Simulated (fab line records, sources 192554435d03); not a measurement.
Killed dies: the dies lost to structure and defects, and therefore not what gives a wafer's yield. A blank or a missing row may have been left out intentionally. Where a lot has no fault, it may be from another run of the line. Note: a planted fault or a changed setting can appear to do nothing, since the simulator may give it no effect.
Chamber matching / flow n5Finfet / rieDiel-01 running N5_HKMG_FIN_STRIP_34: 4 sister chambers
The step strips in CF4. 20 wafers are shown with their chamber, then 10 later ones without.

== WAFERS, EACH WITH ITS CHAMBER ==
wafer=L076.1; chamber=2; drypumpMotorCurrentA (A)=5.5; showerheadPlenumPTorr (Torr)=1.79; rfVppV (V)=272.4
wafer=L076.2; chamber=1; drypumpMotorCurrentA (A)=4.9; showerheadPlenumPTorr (Torr)=1.77; rfVppV (V)=268.5
wafer=L076.4; chamber=0; drypumpMotorCurrentA (A)=5.3; showerheadPlenumPTorr (Torr)=1.84; rfVppV (V)=273.2
wafer=L077.1; chamber=1; drypumpMotorCurrentA (A)=4.9; showerheadPlenumPTorr (Torr)=1.77; rfVppV (V)=270.2
wafer=L077.5; chamber=2; drypumpMotorCurrentA (A)=5.5; showerheadPlenumPTorr (Torr)=1.79; rfVppV (V)=271.8
wafer=L077.6; chamber=0; drypumpMotorCurrentA (A)=5.3; showerheadPlenumPTorr (Torr)=1.84; rfVppV (V)=271.9
wafer=L079.1; chamber=2; drypumpMotorCurrentA (A)=5.5; showerheadPlenumPTorr (Torr)=1.79; rfVppV (V)=270.5
wafer=L079.2; chamber=0; drypumpMotorCurrentA (A)=5.3; showerheadPlenumPTorr (Torr)=1.84; rfVppV (V)=272.0
wafer=L079.3; chamber=3; drypumpMotorCurrentA (A)=5.8; showerheadPlenumPTorr (Torr)=1.83; rfVppV (V)=271.8
wafer=L084.1; chamber=1; drypumpMotorCurrentA (A)=4.9; showerheadPlenumPTorr (Torr)=1.77; rfVppV (V)=269.9
wafer=L084.3; chamber=2; drypumpMotorCurrentA (A)=5.5; showerheadPlenumPTorr (Torr)=1.79; rfVppV (V)=273.2
wafer=L084.6; chamber=2; drypumpMotorCurrentA (A)=5.5; showerheadPlenumPTorr (Torr)=1.79; rfVppV (V)=272.0
wafer=L088.1; chamber=2; drypumpMotorCurrentA (A)=5.5; showerheadPlenumPTorr (Torr)=1.79; rfVppV (V)=270.9
wafer=L088.3; chamber=0; drypumpMotorCurrentA (A)=5.4; showerheadPlenumPTorr (Torr)=1.84; rfVppV (V)=271.9
wafer=L088.4; chamber=2; drypumpMotorCurrentA (A)=5.5; showerheadPlenumPTorr (Torr)=1.79; rfVppV (V)=270.1
wafer=L091.1; chamber=3; drypumpMotorCurrentA (A)=5.8; showerheadPlenumPTorr (Torr)=1.82; rfVppV (V)=271.4
wafer=L091.5; chamber=2; drypumpMotorCurrentA (A)=5.5; showerheadPlenumPTorr (Torr)=1.78; rfVppV (V)=272.0
wafer=L091.6; chamber=1; drypumpMotorCurrentA (A)=4.9; showerheadPlenumPTorr (Torr)=1.76; rfVppV (V)=269.3
wafer=L090.1; chamber=0; drypumpMotorCurrentA (A)=5.4; showerheadPlenumPTorr (Torr)=1.84; rfVppV (V)=270.8
wafer=L090.3; chamber=3; drypumpMotorCurrentA (A)=5.8; showerheadPlenumPTorr (Torr)=1.82; rfVppV (V)=272.4

SIGNATURES (averages over the wafers above)
reading=drypumpMotorCurrentA; chamber 0=5.340; chamber 1=4.900; chamber 2=5.500; chamber 3=5.800; scatter within a chamber=0.0274
reading=showerheadPlenumPTorr; chamber 0=1.8400; chamber 1=1.7675; chamber 2=1.7888; chamber 3=1.8233; scatter within a chamber=0.00378
reading=rfVppV; chamber 0=271.960; chamber 1=269.475; chamber 2=271.613; chamber 3=271.867; scatter within a chamber=0.887
Rule: for a wafer and a chamber, the distance is found by dividing, reading by reading, the gap between the wafer's reading and the chamber's mean by the reading's scatter, squaring, summing and taking the root. The wafer belongs to the nearest chamber; if the next one is less than 2 further off, it can't be placed. The scatter: the root of (the sum of the squares of (reading less its chamber's mean) over the shown wafers, divided by (wafers less chambers)).

== WAFERS MISSING THEIR CHAMBER ==
wafer=L090.5; drypumpMotorCurrentA (A)=5.8; showerheadPlenumPTorr (Torr)=1.82; rfVppV (V)=272.5
wafer=L092.1; drypumpMotorCurrentA (A)=4.9; showerheadPlenumPTorr (Torr)=1.76; rfVppV (V)=270.4
wafer=L092.2; drypumpMotorCurrentA (A)=5.5; showerheadPlenumPTorr (Torr)=1.78; rfVppV (V)=271.0
wafer=L092.3; drypumpMotorCurrentA (A)=5.4; showerheadPlenumPTorr (Torr)=1.84; rfVppV (V)=271.2
wafer=L094.2; drypumpMotorCurrentA (A)=5.5; showerheadPlenumPTorr (Torr)=1.78; rfVppV (V)=270.5
wafer=L094.4; drypumpMotorCurrentA (A)=4.9; showerheadPlenumPTorr (Torr)=1.76; rfVppV (V)=269.8
wafer=L094.6; drypumpMotorCurrentA (A)=4.9; showerheadPlenumPTorr (Torr)=1.76; rfVppV (V)=270.9
wafer=L096.2; drypumpMotorCurrentA (A)=4.8; showerheadPlenumPTorr (Torr)=1.76; rfVppV (V)=270.6
wafer=L096.4; drypumpMotorCurrentA (A)=5.8; showerheadPlenumPTorr (Torr)=1.82; rfVppV (V)=272.5
wafer=L096.6; drypumpMotorCurrentA (A)=4.8; showerheadPlenumPTorr (Torr)=1.76; rfVppV (V)=271.8

== WHICH CHAMBER EACH ONE RAN IN ==
wafer=L090.5; from the rows above=3; in truth=3
wafer=L092.1; from the rows above=1; in truth=1
wafer=L092.2; from the rows above=2; in truth=2
wafer=L092.3; from the rows above=0; in truth=0
wafer=L094.2; from the rows above=2; in truth=2
wafer=L094.4; from the rows above=1; in truth=1
wafer=L094.6; from the rows above=1; in truth=1
wafer=L096.2; from the rows above=1; in truth=1
wafer=L096.4; from the rows above=3; in truth=3
wafer=L096.6; from the rows above=1; in truth=1
Placed correctly: 10 of 10. Left unplaced by these rows: 0. Wrongly placed: 0.
